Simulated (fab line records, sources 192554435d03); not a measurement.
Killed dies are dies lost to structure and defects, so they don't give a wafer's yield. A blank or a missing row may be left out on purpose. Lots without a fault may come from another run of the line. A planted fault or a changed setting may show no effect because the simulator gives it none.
Split-lot experiment | flow n5_finfet | 7 lots, 21 wafers read, on a route of 1938 steps

THE SPLIT
At N5_BEOL_M0_SAQP_COAT_82 (time 60 s, resist thk 30 nm), the setting spin_rpm was moved away from the recipe's 1500 rpm on 8 of the 21 wafers read, by -4.0% to +5.6%. The other wafers ran this setting at the recipe's value.

FROM THE SPLIT TO THE READING: what the file shows between them, 3 steps
- N5_BEOL_M0_SAQP_COAT_08: resist thk 90 nm
- N5_BEOL_M0_SAQP_EBR_10
- N5_BEOL_M0_SAQP_DESCUM_19: chemistry O2, time 7.9 s

THE READING
etch.depth_nm (the simulator's own value, which no gauge read), in nm, at N5_BEOL_M0_SAQP_ETCH_83 (etches SiARC in CF4, target depth 39 nm, time 65 s). The file gives no usual value for it. The 13 wafers here that ran the recipe average 29.99 nm, standard deviation 0.099 nm.

wafer  | tool, chamber at the split | spin_rpm as run, rpm | against the recipe | etch.depth_nm, nm | against lot-mates on the recipe
L076.3 | litho_track-03, 0          | 1440                 | -4.0%              | 30.48             | no lot-mate on the recipe
L076.4 | litho_track-03, 0          | 1440                 | -4.0%              | 30.57             | no lot-mate on the recipe
L076.5 | litho_track-03, 0          | 1440                 | -4.0%              | 30.62             | no lot-mate on the recipe
L079.1 | litho_track-03, 0          | 1500                 | recipe             | 29.93             | -
L079.5 | litho_track-03, 0          | 1500                 | recipe             | 29.85             | -
L079.6 | litho_track-03, 0          | 1500                 | recipe             | 29.84             | -
L085.1 | litho_track-01, 0          | 1500                 | recipe             | 30.09             | -
L085.3 | litho_track-01, 0          | 1500                 | recipe             | 29.96             | -
L085.5 | litho_track-01, 0          | 1500                 | recipe             | 30.16             | -
L086.1 | litho_track-01, 0          | 1584                 | +5.6%              | 29.22             | -0.67
L086.2 | litho_track-01, 0          | 1500                 | recipe             | 29.92             | -
L086.3 | litho_track-01, 0          | 1500                 | recipe             | 29.86             | -
L087.3 | litho_track-01, 0          | 1500                 | recipe             | 30                | -
L087.4 | litho_track-01, 0          | 1500                 | recipe             | 30.06             | -
L087.5 | litho_track-01, 0          | 1500                 | recipe             | 30.06             | -
L088.3 | litho_track-03, 0          | 1500                 | recipe             | 30.02             | -
L088.4 | litho_track-03, 0          | 1543                 | +2.9%              | 29.6              | -0.42
L088.5 | litho_track-03, 0          | 1543                 | +2.9%              | 29.53             | -0.49
L089.1 | litho_track-01, 0          | 1500                 | recipe             | 30.09             | -
L089.4 | litho_track-01, 0          | 1567                 | +4.5%              | 29.5              | -0.59
L089.5 | litho_track-01, 0          | 1567                 | +4.5%              | 29.45             | -0.64

THE FIT
A straight line over all 21 wafers: etch.depth_nm changes by -0.134 nm for each +1% of spin_rpm; r = -0.97; the points scatter about the line by 0.092 nm.
The same after taking each lot's own level away (the mean of its wafers on the recipe; 18 wafers): -0.134 nm for each +1%; r = -0.98; scatter 0.056 nm.
On that fit, the largest move of spin_rpm shifts the reading by 0.75 nm.
The lots' own levels span 29.873 to 30.090 nm, that is 2.2 times the standard deviation above.
So the lot-to-lot level changes the slope little: the two slopes agree.
Check: with one of the wafers moved furthest among these (+5.6%) left out of the fit, the line predicts -0.804 nm for it against its lot-mates. It came out at -0.67 nm against them.

THE WHOLE CHAIN: every reading that the file lists as answering this split, in the file's order
step                    | what it does                                       | reading                                                                               | change (the file's fit)               | r (the file's)
N5_BEOL_M0_SAQP_COAT_82 | time 60 s, resist thk 30 nm                        | SiARC_of_BEOL_M0_SAQP_COAT_82.thk_nm (the simulator's own value, which no gauge read) | -0.123 nm for each +1% of the setting | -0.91
N5_BEOL_M0_SAQP_ETCH_83 | etches SiARC in CF4, target depth 39 nm, time 65 s | etch.depth_nm (the simulator's own value, which no gauge read)                        | -0.132 nm for each +1% of the setting | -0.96

THE FILE'S OWN FIT
etch.depth_nm changes by -0.132 nm for each +1% of spin_rpm, r = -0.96.
